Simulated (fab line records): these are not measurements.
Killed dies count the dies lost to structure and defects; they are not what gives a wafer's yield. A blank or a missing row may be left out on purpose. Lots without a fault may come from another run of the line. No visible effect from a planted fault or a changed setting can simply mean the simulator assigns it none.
fab line records | flow n5_finfet
record lots=6 | wafers=18 | last_day=16
route steps=1938 shown BEOL_M0@726 BEOL_M1@751 PASSIVATION@1936
lots untouched by any fault: they come from a run of this same line in which no faults occurred
start_h: hours from the record's first day to the start of the lot's first wafer shown | wait_h: how many hours have passed since the lot's step before this one | " repeats the value in the row above | L1.1+2: a single row standing in for several wafers | - no value, or no start given | * or withheld: withheld | < > ~ a bound
route shown NAME@n: NAME is a module with steps in the file, n the number in the route of the first one | usual: average and standard deviation across the fault-free wafers | same: alike in all rows | chamber/n: place in a boat | sites: readings site by site | _std_site: standard deviation across them | _edge_site: the outer-site mean with the inner-site mean subtracted | radius_mm: for every site, how far away it sits from the centre of the wafer | mask NAME#n: copy n | behind: the most recent tool/chamber to have shaped the wafer | hold: why the lot went on hold/how many hours it stayed there/how the hold came to an end | device: transistor that didn't switch, given as n, p or np | end of line: the same wafers' tests at the end of the route | step lacking rows: just its recipe | killed: dies that structure and defects cost at the first sort, which is not the same as the wafer's yield | map: dies across one wafer; x = killed, . = not, _ = none there
set.NAME: the setting that was run; set.NAME@STEP: the one run at that earlier step | model.NAME: the simulator's own value behind a step, which no gauge read
lots at some steps of the route; a table a step, a row a wafer
services: a tool's chamber out of use, with start hour (start_h, from the record's first day; less than 0 if before it), hours out, and reason
## steps
# step N5_BEOL_M0_ETCH_109
# recipe chemistry=CH3F/O2 | target_depth_a=80 | overetch_a=24 | target=SiCN | time_s=27.4 | ion_energy_ev=120 | pressure_mtorr=30 | source_w=395 | bias_w=75 | Ar_flow_sccm=150 | CH3F_flow_sccm=30 | O2_flow_sccm=20
# step N5_BEOL_M0_STRIP_139
# recipe chemistry=post_etch_residue_remover | time_s=60 | temp_c=25 | remover_ph=withheld | remover_water_wt_pct=withheld | remover_fluoride_wt_pct=withheld
# step N5_BEOL_M0_SRD_111
# recipe time_s=30 | temp_c=23 | rinse_liquid=diw | dry=ipa_marangoni
# step N5_BEOL_M0_DEGAS_112
# recipe ambient=vacuum | temp_c=250 | time_s=60
# step N5_BEOL_M0_PRE_CLEAN_113
# recipe gas=H2/He | time_s=30 | temp_c=250
# step N5_BEOL_M0_ALD_136
# recipe material=TaN | target_thk_a=* | temp_c=275 | ald_precursor_family=PDMAT | ald_co_reactant=NH3 | pressure_torr=3 | carrier_flow_sccm=1500 | pulse_time_s=2 | purge_time_s=3 | co_reactant_purge_time_s=2 | co_reactant_pulse_time_s=3 | ald_cycles=30 | precursor_vessel_temp_c=75 | precursor_vessel_pressure_torr=26.25 | precursor_vessel_carrier_sccm=1000
# step N5_BEOL_M0_SURFACE_TREAT_137
# recipe gas=Ar | time_s=* | ion_energy_ev=* | ion_current_ma_cm2=0.5 | pressure_mtorr=* | ar_flow_sccm=30
# step N5_BEOL_M0_CVD_115
# recipe material=Co | target_thk_a=* | temp_c=withheld | precursor=CCTBA/H2 | pressure_torr=30 | time_s=120
# step N5_BEOL_M0_SPUTTER_116
# recipe material=Cu | target_thk_a=40 | temp_c=-20 | chamber_pressure_pa=0.07 | power_w=withheld | time_s=7.37
# usual throttle_valve_pct=29.7/0.92
lot.wafer | tool           | chamber | start_h | wait_h | throttle_valve_pct
L403.2    | pvd_sputter-02 | -       | 125.61  | 0.2    | 28.1
L403.3    | "              | -       | "       | "      | 30.0
L403.6    | "              | -       | "       | "      | 27.9
L408.1    | pvd_sputter-02 | -       | 162.78  | 1.4    | 29.9
L408.2    | "              | -       | "       | "      | 29.7
L408.4    | "              | -       | "       | "      | 30.2
L409.2    | pvd_sputter-02 | -       | 165.34  | 0.2    | 27.8
L409.4    | "              | -       | "       | "      | 29.8
L409.6    | "              | -       | "       | "      | 29.8
L410.2    | pvd_sputter-02 | -       | 168.25  | 0.2    | 27.7
L410.3    | "              | -       | "       | "      | 29.7
L410.6    | "              | -       | "       | "      | 30.6
L415.2    | pvd_sputter-02 | -       | 194.05  | 1.5    | 30.6
L415.4    | "              | -       | "       | "      | 27.7
L415.6    | "              | -       | "       | "      | 29.9
L423.1    | pvd_sputter-01 | -       | 247.72  | 0.1    | 28.8
L423.2    | "              | -       | "       | "      | 30.2
L423.6    | "              | -       | "       | "      | 29.1
# step N5_BEOL_M0_ANNEAL_117
# recipe temp_c=400 | time_s=60 | ambient=vacuum
# step N5_BEOL_M0_SPUTTER_132
# recipe material=Cu | target_thk_a=40 | temp_c=-20 | chamber_pressure_pa=0.07 | power_w=withheld | time_s=7.37
# usual throttle_valve_pct=29.8/0.95
lot.wafer | tool           | chamber | start_h | wait_h | throttle_valve_pct
L403.2    | pvd_sputter-02 | -       | 125.73  | 0.0    | 28.0
L403.3    | "              | -       | "       | "      | 29.7
L403.6    | "              | -       | "       | "      | 27.8
L408.1    | pvd_sputter-02 | -       | 162.90  | 0.0    | 29.8
L408.2    | "              | -       | "       | "      | 29.7
L408.4    | "              | -       | "       | "      | 30.4
L409.2    | pvd_sputter-02 | -       | 165.46  | 0.0    | 27.8
L409.4    | "              | -       | "       | "      | 29.7
L409.6    | "              | -       | "       | "      | 29.8
L410.2    | pvd_sputter-02 | -       | 168.37  | 0.0    | 27.7
L410.3    | "              | -       | "       | "      | 29.7
L410.6    | "              | -       | "       | "      | 30.7
L415.2    | pvd_sputter-02 | -       | 194.17  | 0.0    | 30.6
L415.4    | "              | -       | "       | "      | 27.6
L415.6    | "              | -       | "       | "      | 30.1
L423.1    | pvd_sputter-01 | -       | 247.84  | 0.0    | 28.4
L423.2    | "              | -       | "       | "      | 30.2
L423.6    | "              | -       | "       | "      | 29.2
# step N5_BEOL_M0_ANNEAL_133
# recipe temp_c=400 | time_s=60 | ambient=vacuum
# step N5_BEOL_M0_SPUTTER_134
# recipe material=Cu | target_thk_a=40 | temp_c=-20 | chamber_pressure_pa=0.07 | power_w=withheld | time_s=7.37
# usual throttle_valve_pct=29.7/0.94
lot.wafer | tool           | chamber | start_h | wait_h | throttle_valve_pct
L403.2    | pvd_sputter-02 | -       | 125.85  | 0.0    | 27.8
L403.3    | "              | -       | "       | "      | 29.6
L403.6    | "              | -       | "       | "      | 27.7
L408.1    | pvd_sputter-02 | -       | 163.02  | 0.0    | 29.7
L408.2    | "              | -       | "       | "      | 29.9
L408.4    | "              | -       | "       | "      | 30.7
L409.2    | pvd_sputter-02 | -       | 165.58  | 0.0    | 27.7
L409.4    | "              | -       | "       | "      | 29.7
L409.6    | "              | -       | "       | "      | 29.9
L410.2    | pvd_sputter-02 | -       | 168.49  | 0.0    | 27.8
L410.3    | "              | -       | "       | "      | 29.8
L410.6    | "              | -       | "       | "      | 30.6
L415.2    | pvd_sputter-02 | -       | 194.29  | 0.0    | 30.4
L415.4    | "              | -       | "       | "      | 27.7
L415.6    | "              | -       | "       | "      | 30.3
L423.1    | pvd_sputter-01 | -       | 247.96  | 0.0    | 28.8
L423.2    | "              | -       | "       | "      | 30.3
L423.6    | "              | -       | "       | "      | 29.3
# step N5_BEOL_M0_ANNEAL_135
# recipe temp_c=400 | time_s=60 | ambient=vacuum
# step N5_BEOL_M0_SPUTTER_141
# recipe material=Cu | target_thk_a=40 | temp_c=-20 | chamber_pressure_pa=0.07 | power_w=withheld | time_s=7.37
# step N5_BEOL_M0_ECD_118
# recipe material=Cu | target_thk_a=3000
# step N5_BEOL_M0_ANNEAL_119
# recipe temp_c=225 | time_s=90 | ambient=N2
# usual wafer_temp_C_max=226.0/0.39
lot.wafer | tool          | chamber | start_h | wait_h | wafer_temp_C_max
L403.2    | rtp_anneal-02 | 0       | 126.21  | 0.1    | 225.7
L403.3    | "             | 0       | "       | "      | 225.3
L403.6    | "             | 0       | "       | "      | 225.7
L408.1    | rtp_anneal-02 | 0       | 163.34  | 0.1    | 225.9
L408.2    | "             | 0       | "       | "      | 226.0
L408.4    | "             | 0       | "       | "      | 225.8
L409.2    | rtp_anneal-01 | 0       | 166.23  | 0.4    | 225.9
L409.4    | "             | 0       | "       | "      | 226.8
L409.6    | "             | 0       | "       | "      | 225.9
L410.2    | rtp_anneal-01 | 0       | 168.85  | 0.1    | 226.1
L410.3    | "             | 0       | "       | "      | 226.4
L410.6    | "             | 0       | "       | "      | 225.6
L415.2    | rtp_anneal-02 | 0       | 194.65  | 0.1    | 225.8
L415.4    | "             | 0       | "       | "      | 225.5
L415.6    | "             | 0       | "       | "      | 225.7
L423.1    | rtp_anneal-01 | 0       | 248.59  | 0.4    | 226.7
L423.2    | "             | 0       | "       | "      | 226.1
L423.6    | "             | 0       | "       | "      | 226.4
# step N5_BEOL_M0_CMP_120
# recipe stop_on=SiOC | t_overpolish_s=6.9 | down_force_psi=1 | platen_rpm=50 | clearing_platen_down_force_psi=1.5 | clearing_platen_rpm=50 | post_cmp_clean=cu_alkaline | clearing_platen_pad_velocity_m_s=0.99484 | pad_velocity_m_s=0.99484
# step N5_BEOL_M0_PRE_CLEAN_131
# recipe gas=NH3/H2 | time_s=15 | temp_c=* | rf_power_w=300
# step N5_BEOL_M0_CO_CAP_123
# recipe material=Co | target_thk_a=20 | temp_c=200 | precursor=CCTBA/H2 | pressure_torr=30 | time_s=102.1
# usual heater_power_w=234/14
lot.wafer | tool      | chamber | start_h | wait_h | heater_power_w
L403.2    | cvd_co-01 | 2       | 126.85  | 0.0    | 241
L403.3    | "         | 1       | "       | "      | 214
L403.6    | "         | 1       | "       | "      | 213
L408.1    | cvd_co-01 | 1       | 164.00  | 0.0    | 209
L408.2    | "         | 0       | "       | "      | 235
L408.4    | "         | 1       | "       | "      | 216
L409.2    | cvd_co-02 | 1       | 166.85  | 0.0    | 211
L409.4    | "         | 0       | "       | "      | 237
L409.6    | "         | 2       | "       | "      | 239
L410.2    | cvd_co-01 | 1       | 169.47  | 0.0    | 210
L410.3    | "         | 2       | "       | "      | 252
L410.6    | "         | 1       | "       | "      | 208
L415.2    | cvd_co-01 | 2       | 195.28  | 0.0    | 244
L415.4    | "         | 1       | "       | "      | 212
L415.6    | "         | 0       | "       | "      | 242
L423.1    | cvd_co-02 | 2       | 249.26  | 0.0    | 247
L423.2    | "         | 0       | "       | "      | 244
L423.6    | "         | 2       | "       | "      | 247
# step N5_BEOL_M0_PRE_CLEAN_124
# recipe gas=NH3 | time_s=15 | temp_c=withheld | rf_power_w=300
# step N5_BEOL_M0_DEP_125
# recipe material=SiCN | target_thk_a=80 | temp_c=withheld | precursor=3MS/NH3 | pressure_torr=3 | rf_w=202 | time_s=14
# step N5_BEOL_M0_RS_MEAS_126
# recipe thk_meas_gauge=four-point-probe | reads=Co_of_BEOL_M0_CO_CAP_123+Cu_of_BEOL_M0_ECD_118+Co_of_BEOL_M0_CVD_115+TaN_of_BEOL_M0_ALD_136
# usual M0_RS=0.531/0.015
lot.wafer | tool          | chamber | start_h | wait_h | M0_RS[ohm/sq]
L403.2    | film_metro-01 | -       | 127.04  | 0.1    | 0.548
L403.3    | "             | -       | "       | "      | 0.531
L403.6    | "             | -       | "       | "      | 0.517
L408.1    | film_metro-01 | -       | 164.19  | 0.0    | 0.555
L408.2    | "             | -       | "       | "      | 0.563
L408.4    | "             | -       | "       | "      | 0.541
L409.2    | film_metro-01 | -       | 167.03  | 0.1    | 0.556
L409.4    | "             | -       | "       | "      | 0.536
L409.6    | "             | -       | "       | "      | 0.542
L410.2    | film_metro-01 | -       | 169.66  | 0.1    | 0.556
L410.3    | "             | -       | "       | "      | 0.533
L410.6    | "             | -       | "       | "      | 0.527
L415.2    | film_metro-02 | -       | 195.46  | 0.1    | 0.549
L415.4    | "             | -       | "       | "      | 0.519
L415.6    | "             | -       | "       | "      | 0.533
L423.1    | film_metro-01 | -       | 249.44  | 0.0    | 0.528
L423.2    | "             | -       | "       | "      | 0.527
L423.6    | "             | -       | "       | "      | 0.523
# step N5_BEOL_M1_ILD_DEP_00
# recipe material=SiOC | target_thk_a=790 | temp_c=350 | precursor=DEMS/O2 | pressure_torr=5 | rf_w=500 | time_s=15.3
# step N5_BEOL_M1_THK_MEAS_01
# recipe reads=SiOC_of_BEOL_M1_ILD_DEP_00
# usual M1_ILD_THK=78.8/0.9
lot.wafer | tool          | chamber | start_h | wait_h | M1_ILD_THK[nm]
L403.2    | film_metro-01 | -       | 127.17  | 0.1    | 78.5
L403.3    | "             | -       | "       | "      | 78.6
L403.6    | "             | -       | "       | "      | 79.3
L408.1    | film_metro-02 | -       | 164.32  | 0.0    | 77.7
L408.2    | "             | -       | "       | "      | 77.7
L408.4    | "             | -       | "       | "      | 78.9
L409.2    | film_metro-01 | -       | 167.16  | 0.1    | 79.0
L409.4    | "             | -       | "       | "      | 79.8
L409.6    | "             | -       | "       | "      | 79.4
L410.2    | film_metro-01 | -       | 169.79  | 0.1    | 79.3
L410.3    | "             | -       | "       | "      | 78.1
L410.6    | "             | -       | "       | "      | 80.6
L415.2    | film_metro-01 | -       | 195.59  | 0.1    | 78.4
L415.4    | "             | -       | "       | "      | 79.1
L415.6    | "             | -       | "       | "      | 79.9
L423.1    | film_metro-01 | -       | 249.57  | 0.0    | 77.8
L423.2    | "             | -       | "       | "      | 78.1
L423.6    | "             | -       | "       | "      | 79.0
# step N5_BEOL_M1_PECVD_72
# recipe material=SiO2 | target_thk_a=160 | temp_c=400 | precursor=TEOS/O2 | pressure_torr=5.5 | rf_w=450 | teos_flow_sccm=53.8 | gas=O2 | flow_sccm=3000 | time_s=18
# step N5_BEOL_M1_HM_DEP_02
# recipe material=TiN | target_thk_a=200 | temp_c=25 | chamber_pressure_pa=0.49996
# step N5_BEOL_M1_COAT_61
# recipe resist=SOC | temp_c=250 | time_s=60 | spin_rpm=1500 | resist_thk_nm=60
# step N5_BEOL_M1_COAT_62
# recipe resist=SiARC | temp_c=220 | time_s=60 | spin_rpm=1500 | resist_thk_nm=12
# step N5_BEOL_M1_COAT_73
# recipe resist=underlayer | temp_c=205 | time_s=60 | spin_rpm=1500 | resist_thk_nm=5
# step N5_BEOL_M1_COAT_05
# recipe resist=CAR-EUV | spin_rpm=1500 | resist_thk_nm=30
# step N5_BEOL_M1_EBR_07
# recipe solvent=PGMEA | ebr_width_mm=1.5
# step N5_BEOL_M1_SOFTBAKE_06
# recipe temp_c=110 | time_s=60 | resist=CAR-EUV
# step N5_BEOL_M1_EXPOSE_08
# recipe mask_id=M1 | na=0.33 | source_shape=dipole | sigma_inner=0.369 | sigma_outer=0.767 | polarization=unpolarized | dose_mj=33
# step N5_BEOL_M1_PEB_09
# recipe peb_temp_c=100 | peb_time_s=60 | resist=CAR-EUV
# step N5_BEOL_M1_DEVELOP_10
# recipe develop_time_s=30 | developer=TMAH | resist=CAR-EUV | rinse_liquid=surfactant_rinse | dry=air_spin | dev_temp_c=23
# step N5_BEOL_M1_CD_MEAS_11
# recipe target_cd_nm=17.05 | landing_energy_ev=500 | detector=se_inlens | polarity=opening
# usual cd_nm=17.05/0.25
lot.wafer | tool      | chamber | start_h | wait_h | cd_nm
L403.2    | cd_sem-02 | 0       | 128.98  | -      | 17.23
L403.3    | "         | 0       | "       | "      | 16.95
L403.6    | "         | 0       | "       | "      | 17.03
L408.1    | cd_sem-02 | 0       | 165.28  | -      | 17.34
L408.2    | "         | 0       | "       | "      | 16.85
L408.4    | "         | 0       | "       | "      | 17.03
L409.2    | cd_sem-01 | 0       | 167.82  | -      | 17.05
L409.4    | "         | 0       | "       | "      | 17.20
L409.6    | "         | 0       | "       | "      | 17.08
L410.2    | cd_sem-02 | 0       | 171.78  | -      | 16.90
L410.3    | "         | 0       | "       | "      | 17.46
L410.6    | "         | 0       | "       | "      | 17.26
L415.2    | cd_sem-02 | 0       | 198.36  | -      | 17.03
L415.4    | "         | 0       | "       | "      | 16.53
L415.6    | "         | 0       | "       | "      | 16.85
L423.1    | cd_sem-03 | 0       | 251.59  | -      | 17.15
L423.2    | "         | 0       | "       | "      | 16.81
L423.6    | "         | 0       | "       | "      | 16.91
# step N5_BEOL_M1_OVL_MEAS_12
# recipe points_per_wafer=522
# usual M1_OVL=-0.1/0.8
lot.wafer | tool       | chamber | start_h | wait_h | M1_OVL[nm]
L403.2    | overlay-01 | 0       | 129.01  | 0.0    | -1.0
L403.3    | "          | 0       | "       | "      | -1.1
L403.6    | "          | 0       | "       | "      | -0.3
L408.1    | overlay-02 | 0       | 165.31  | 0.0    | -1.2
L408.2    | "          | 0       | "       | "      | -1.6
L408.4    | "          | 0       | "       | "      | -0.9
L409.2    | overlay-01 | 0       | 167.85  | 0.0    | 0.5
L409.4    | "          | 0       | "       | "      | -1.4
L409.6    | "          | 0       | "       | "      | 0.0
L410.2    | overlay-02 | 0       | 171.81  | 0.0    | 0.3
L410.3    | "          | 0       | "       | "      | -0.4
L410.6    | "          | 0       | "       | "      | 0.2
L415.2    | overlay-01 | 0       | 198.39  | 0.0    | 0.3
L415.4    | "          | 0       | "       | "      | -0.3
L415.6    | "          | 0       | "       | "      | -0.1
L423.1    | overlay-02 | 0       | 251.62  | 0.0    | 0.1
L423.2    | "          | 0       | "       | "      | 0.9
L423.6    | "          | 0       | "       | "      | 0.6
# step N5_BEOL_M1_DESCUM_16
# recipe chemistry=O2 | time_s=7 | source_power_w=50 | bias_power_w=20 | pressure_mtorr=20 | rf_frequency_hz=2.712e+07 | temp_c=40 | resist=CAR-EUV | o2_flow_sccm=225
# usual drypump_motor_current_A=5.6/0.44 | oes_product_au=0.81/0.085 | rf_vpp_V=243.5/1.5 | showerhead_plenum_p_Torr=2.12/0.084 | throttle_valve_pct=20.45/0.23
lot.wafer | tool        | chamber | start_h | wait_h | drypump_motor_current_A | oes_product_au | rf_hours_counter_h | rf_vpp_V | showerhead_plenum_p_Torr | throttle_valve_pct
L403.2    | rie_diel-01 | 1       | 129.10  | 0.0    | 6.0                     | 0.91           | 16                 | 244.4    | 2.24                     | 19.98
L403.3    | "           | 2       | "       | "      | 5.5                     | 0.70           | 232                | 243.6    | 2.06                     | 20.57
L403.6    | "           | 2       | "       | "      | 5.5                     | 0.71           | -                  | 241.4    | 2.06                     | 20.55
L408.1    | rie_diel-03 | 0       | 165.40  | 0.0    | 5.2                     | 0.70           | 231                | 241.7    | 1.98                     | 20.69
L408.2    | "           | 2       | "       | "      | 5.4                     | 0.83           | 77                 | 246.4    | 2.21                     | 20.75
L408.4    | "           | 1       | "       | "      | 5.9                     | 0.87           | 36                 | 244.1    | 2.13                     | 20.35
L409.2    | rie_diel-01 | 0       | 167.94  | 0.0    | 5.1                     | 0.88           | 42                 | 246.0    | 2.23                     | 20.46
L409.4    | "           | 0       | "       | "      | 5.0                     | 0.88           | -                  | 245.6    | 2.23                     | 20.45
L409.6    | "           | 3       | "       | "      | 5.4                     | 0.88           | -                  | 244.4    | 2.13                     | 20.35
L410.2    | rie_diel-04 | 0       | 172.07  | 0.2    | 5.8                     | 0.69           | 241                | 242.4    | 2.14                     | 20.55
L410.3    | "           | 2       | "       | "      | 5.7                     | 0.68           | 224                | 243.4    | 2.16                     | 20.71
L410.6    | "           | 3       | "       | "      | 6.5                     | 0.70           | -                  | 241.4    | 1.99                     | 20.52
L415.2    | rie_diel-01 | 2       | 198.92  | 0.5    | 5.6                     | 0.69           | 249                | 242.8    | 2.06                     | 20.59
L415.4    | "           | 1       | "       | "      | 6.0                     | 0.86           | 35                 | 245.8    | 2.23                     | 19.99
L415.6    | "           | 1       | "       | "      | 5.9                     | 0.87           | -                  | 244.3    | 2.23                     | 20.00
L423.1    | rie_diel-03 | 2       | 252.43  | 0.8    | 5.4                     | 0.79           | 108                | 245.3    | 2.20                     | 20.78
L423.2    | "           | 0       | "       | "      | 5.2                     | 0.94           | 4                  | 246.1    | 2.24                     | 20.35
L423.6    | "           | 2       | "       | "      | 5.4                     | 0.79           | -                  | 244.8    | 2.20                     | 20.78
# step N5_PASSIVATION_PROBE_49
# usual defect_limited_yield=91.1/1.3 | killed_at_M0_to_M3=34/10 | killed_at_M4_up=14/5.7 | killed_at_contacts=12/5.9 | killed_at_front_end=41/12 | killed_at_other=4/3.1 | killed_dies=105/15 | killed_open=69/11 | killed_short=35/7.8 | sort_bin_5_function=5.3/0.81 | sort_bin_6_memory=3.3/0.75 | sort_n_pass=1075/15 | sort_yield_pct=91.1/1.3
# same gross_dies=1180 | killed_at_back_side=0 | sort_bin_4_leakage[%]=0 | sort_bin_8_speed[%]=0
lot.wafer | tool      | chamber | start_h | wait_h | defect_limited_yield[%] | killed_at_M0_to_M3 | killed_at_M4_up | killed_at_contacts | killed_at_front_end | killed_at_other | killed_dies | killed_open | killed_short | sort_bin_5_function[%] | sort_bin_6_memory[%] | sort_n_pass | sort_yield_pct[%]
L410.3    | prober-02 | -       | 329.75  | 0.1    | 81.4                    | 153                | 12              | 11                 | 42                  | 2               | 220         | 61          | 41           | 12.1                   | 3.9                  | 960         | 81.4
L415.6    | prober-02 | -       | 330.44  | 0.3    | 80.2                    | 159                | 18              | 4                  | 53                  | 0               | 234         | 69          | 43           | 12.5                   | 5.3                  | 946         | 80.2
# killed by level:class
L410.3 BEOL_M0:unspecified=118 FIN_SAQP:geometric_particle:short=13 FIN_SAQP:geometric_particle:open=12 BEOL_M3:geometric_particle:open=10 BEOL_M2:geometric_particle:open=8 MOL_CONTACT_COAG:geometric_particle:open=6 STI_FIN_REVEAL:geometric_particle:open=5 MOL_CONTACT_COAG:geometric_particle:short=5
L415.6 BEOL_M0:unspecified=120 FIN_SAQP:geometric_particle:short=16 BEOL_M0_SAQP:geometric_particle:open=9 BEOL_M0_SAQP:geometric_particle:short=9 STI_FIN_REVEAL:geometric_particle:open=8 DUMMY_GATE:geometric_particle:open=8 BEOL_M3:geometric_particle:open=8 BEOL_M4:geometric_particle:open=7
# map L410.3 (x killed, . not)
_________________x...........________________
______________......x..........x_____________
___________..x.............x.......__________
__________.........................._________
________..x......x................x..._______
_______........x.........x.x...........______
______........x...xx...................._____
_____....................................____
____x.....................................___
___...x.x...........................xx.....__
___.......xx..x............xx...........x..__
__.....x......x...x......................x.._
__......................xx.................._
_......x....................x..........x...x.
_........................x..xx.x.............
_.....x..........................x..........x
_...x.x...........x..................x.....x.
_x...xxx.....xx....x........x......x.........
_...x...x.x.xx............x...............x.x
_.........xx.xx..................xxxx.......x
_x......xx.xx..xx..................x.........
__...xx.xxxxxxx....x....xx.x...x...........x_
__.x..xxxxxxxxxx.x..............x........x.._
___...xxxxxxxxxxxxx.x...............x......__
___..xxxxxxxxxxxxx.x.....x.................__
____xxxxxxxxxxxxxx..x....x........x.......___
_____xxxxxxxxxxxxxxx.....................____
______xxxxxxxxxxxxx......x........x....._____
_______xxxxxxxxxx......................______
________xxxx.xxx.........x...x........_______
__________...xx..x.......x.x......x._________
___________...x..x.................__________
______________...x......x......._____________
_________________.....x..xxx.________________
# map L415.6 (x killed, . not)
_________________..x.......x.________________
______________x................._____________
___________x............x........xx__________
__________.........x.............x.._________
________.........................x...._______
_______...........................x....______
______.......x.........x...........x.x.._____
_____...................x.......x........____
____.....x......x.........................___
___.....x.x...x..........x...............x.__
___..x.......x.......x..x...x........x.....__
__.........................................._
__..x.....x..............x....x.x..........._
_....x........x..x....x......x..x............
_.....................x.x..x......x.........x
_......................x..x.x................
_x..........xx.............x...x.............
_.................xxx.............x..........
_.....x..........x......x...x..x............x
_..x......x.x..x.xx..........................
_....x.xxxxx.xxx.........x..........x...x...x
__..xxx.xxxxxxxxxx..x..xx.....x...x........._
__..xxxxxxxxxxxxx.x..x..................xx.._
___.xx.xxxxxxxxx....xx................x.x..__
___.xxxxxxxxxxxxxxxx..x........x....x......__
____xxxxxxxxxxxxxx........x............x..___
_____..xxxxxxxxxxxxxx.........x.x........____
______xxxxxxxxxxxx..................x.xx_____
_______xxxxxxxxxxx...x.................______
________xx.xxxx....x.................._______
__________xx.x...x.....x............_________
___________xx.x........x....x.x....__________
______________..x.........x....._____________
_________________...xx..x....________________
## services
tool           | chamber | start_h | hours | kind
rie_diel-01    | 0       | 102.36  | 22.0  | repair
rie_diel-04    | 1       | 105.96  | 14.5  | repair
cvd_co-02      | 1       | 114.67  | -     | clean
cvd_co-02      | 1       | 114.67  | 22.0  | scheduled_down
cvd_co-02      | 1       | 114.67  | 22.0  | vent_cycle
rie_diel-04    | 3       | 120.72  | 9.8   | repair
cvd_co-02      | -       | 140.76  | 6.0   | pm
cvd_co-02      | 1       | 147.47  | 14.9  | repair
rie_diel-03    | 2       | 147.89  | 8.5   | repair
rie_diel-04    | -       | 150.63  | 0.2   | repair
rie_diel-01    | 2       | 163.08  | 6.8   | repair
rie_diel-04    | 0       | 179.56  | 5.8   | repair
rie_diel-04    | 3       | 185.77  | 45.5  | repair
rie_diel-01    | 2       | 199.95  | -     | clean
rie_diel-01    | 2       | 199.95  | -     | consumable_replace:focus_ring
rie_diel-01    | 2       | 199.95  | 21.3  | scheduled_down
rie_diel-01    | 2       | 199.95  | 21.3  | vent_cycle
rie_diel-03    | 0       | 219.55  | -     | clean
rie_diel-03    | 0       | 219.55  | -     | consumable_replace:focus_ring
pvd_sputter-02 | -       | 222.72  | 1.7   | repair
rie_diel-04    | -       | 226.56  | 15.6  | pm
cvd_co-02      | -       | 226.67  | 6.9   | pm
rie_diel-04    | 1       | 246.44  | 6.6   | repair
rie_diel-04    | 2       | 248.61  | 3.7   | repair
## key
first_sign step=N5_PASSIVATION_PROBE_49 | reading=killed_at_M0_to_M3 | direction=up | sigmas=12 | usual=34 | struck=156
effect step=N5_PASSIVATION_PROBE_49 | reading=defect_limited_yield | direction=down | sigmas=7.9 | usual=91.1 | struck=80.8
more_kills_born_at N5_BEOL_M0_SPUTTER_134@pvd_sputter-02=238
met_at N5_BEOL_M0_SPUTTER_134
struck_wafers L410.3,L415.6
onset_between 163.02 168.49
fault kind=chamber_particle_source | tool=pvd_sputter-02 | chamber=- | onset_h=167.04 | steps=N5_BEOL_M0_SPUTTER_134 | rate_per_visit_cm2=0.97949 | end_h=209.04 | scope=struck_wafers_only
